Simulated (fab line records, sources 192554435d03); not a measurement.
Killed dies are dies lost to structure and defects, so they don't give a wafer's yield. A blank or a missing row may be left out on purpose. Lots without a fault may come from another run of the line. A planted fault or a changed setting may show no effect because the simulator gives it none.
One fault seen from 2 desks | flow n5_finfet | each desk has only its own numbers; what lay behind them comes last

THE METROLOGY DESK
What the gauges read, lot by lot, whatever tool the lot ran on: means of the sampled wafers that have a number. A lot is out of limits, marked OUT, if its mean lies more than 4 standard deviations from the usual mean; the brackets give that distance. Of its 10 readings 7 are shown: those that lie furthest out on some lot.
Columns: A = DIBL_N at N5_BEOL_M4_RC_MEAS_101, usual 37.5 mV/V; B = DIBL_P at N5_BEOL_M4_RC_MEAS_101, usual 38 mV/V; C = IOFF_N at N5_BEOL_M4_RC_MEAS_101, usual 0.19 nA/um; D = ION_P at N5_BEOL_M4_RC_MEAS_101, usual 465 uA/um; E = SS_N at N5_BEOL_M4_RC_MEAS_101, usual 72.0 mV/dec; F = SS_P at N5_BEOL_M4_RC_MEAS_101, usual 73.7 mV/dec; G = VT_N at N5_BEOL_M4_RC_MEAS_101, usual 248 mV
lot  | first seen here | A    | B  | C    | D   | E    | F    | G
L885 | day 8 11:52     | 36.5 | 39 | 0.16 | 464 | 71.5 | 73.8 | 251
L886 | day 8 20:26     | 35.4 | 36 | 0.15 | 458 | 71.4 | 72.7 | 252
L887 | day 8 20:35     | 38.7 | 40 | 0.23 | 471 | 72.1 | 73.9 | 245
L888 | day 8 23:56     | 32.7 | 32 | 0.11 | 460 | 70.2 | 72.1 | 254
L891 | day 10 21:11    | 36.7 | 37 | 0.14 | 457 | 71.4 | 73.5 | 253
L896 | day 11 17:02    | 36.8 | 35 | 0.18 | 479 | 71.5 | 73.0 | 247
L898 | day 11 18:13    | 39.6 | 43 | 0.26 | 469 | 72.2 | 74.8 | 244
L897 | day 11 19:13    | 36.9 | 37 | 0.15 | 464 | 71.8 | 73.6 | 252
L901 | day 12 20:11    | 36.8 | 37 | 0.17 | 465 | 71.3 | 73.8 | 248
L902 | day 13 00:09    | 36.9 | 36 | 0.18 | 464 | 71.9 | 73.7 | 247
L903 | day 13 22:40    | 39.7 | 37 | 0.20 | 464 | 72.5 | 73.7 | 249
This desk's finding: nothing out of limits on any of the 11 lots.

THE TOOL OWNER'S DESK: cvd_co-02
The tool's own readings at N5_BEOL_M3_CO_CAP_55 (material Co, precursor CCTBA/H2, target thk 2 nm, time 102.1 s): means of the sampled wafers that have a number, for each lot that ran on this tool. A lot is out of limits, marked OUT, if its mean lies more than 4 standard deviations from the usual mean; the brackets give that distance.
Columns: A = heater_power_w at N5_BEOL_M3_CO_CAP_55, usual 239 W; B = run_length_s at N5_BEOL_M3_CO_CAP_55, usual 125.1 s
lot  | first seen here | A   | B
L885 | day 7 23:25     | 223 | 124.8
L886 | day 8 08:25     | 220 | 143.5 (+28) OUT
L887 | day 8 10:59     | 219 | 143.6 (+28) OUT
L896 | day 11 03:07    | 224 | 124.6
L898 | day 11 08:08    | 218 | 124.9
L901 | day 12 12:43    | 218 | 125.1
L902 | day 12 13:12    | 221 | 125.0
L903 | day 13 00:03    | 223 | 124.7
This desk's finding: out of limits on L886, L887; first on L886, day 8 08:25 (run_length_s at N5_BEOL_M3_CO_CAP_55). In limits: L885, L896, L898, L901, L902, L903.

PUT TOGETHER
The tool owner's desk could have raised an alarm at day 8 08:25, on L886, L887.
The metrology desk saw nothing out of limits.
The metrology desk has L886, L887 on record, within its limits.
Of the lots named, all ran N5_BEOL_M3_CO_CAP_55 on cvd_co-02.

WHAT THE SIMULATOR HAD PUT IN
Process parameter drift: cvd_co-02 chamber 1, from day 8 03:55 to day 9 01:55, at N5_BEOL_M3_CO_CAP_55. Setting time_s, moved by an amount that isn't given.
Lots struck among those shown: L886, L887.
Hours from the fault's start to each desk's first reading out of limits: the tool owner's desk, 4.
